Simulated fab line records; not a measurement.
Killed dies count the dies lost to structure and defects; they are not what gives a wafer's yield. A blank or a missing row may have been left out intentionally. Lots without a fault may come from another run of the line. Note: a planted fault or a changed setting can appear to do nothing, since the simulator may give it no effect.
Chamber matching	flow nand_harc	4 sister chambers for NHARC_A_M1_STRIP_18 on rie_diel-12
The step strips in N2/H2. 8 wafers are shown with their chamber, then 7 later ones without.

== WAFERS, EACH WITH ITS CHAMBER ==
wafer	chamber	rf_vpp_V (V)	oes_product_au (a.u.)
L079.4	2	92.6	0.995
L079.6	0	90.1	1.004
L083.5	0	90.9	1.008
L081.2	2	90.8	0.995
L081.3	3	90.0	1.005
L081.4	1	89.1	0.998
L087.4	3	91.3	1.010
L087.5	1	89.5	0.996

== WAFERS WITHOUT THEIR CHAMBER ==
wafer	rf_vpp_V (V)	oes_product_au (a.u.)
L087.6	91.2	1.005
L090.1	90.3	0.998
L090.2	90.6	1.010
L090.5	90.8	1.003
L095.1	89.6	0.994
L095.2	89.9	0.999
L095.6	90.9	1.005

== EACH ONE'S CHAMBER ==
wafer	from the rows above	in truth
L087.6	can't be placed: 0 or 3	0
L090.1	can't be placed: 1 or 2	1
L090.2	can't be placed: 3 or 0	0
L090.5	can't be placed: 0 or 3 or 1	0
L095.1	can't be placed: 1 or 2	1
L095.2	can't be placed: 1 or 2 or 0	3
L095.6	can't be placed: 0 or 3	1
Correct placement for 0 of the 7. Cannot be placed on the basis of these rows: 7; the candidates contain the true chamber in 5. Number placed wrongly: 0.
How it was worked out, from the rows above alone: a wafer's distance from a chamber is the root of the sum, over the readings, of the square of ((its reading less the chamber's mean) divided by the reading's scatter). The wafer belongs to the nearest chamber; if the next one is less than 2 further off, it can't be placed. Each chamber's mean is taken over the wafers shown for it. The scatter is the square root of a quotient: the sum, over the shown wafers, of each reading's squared deviation from its chamber's mean, divided by wafers minus chambers.
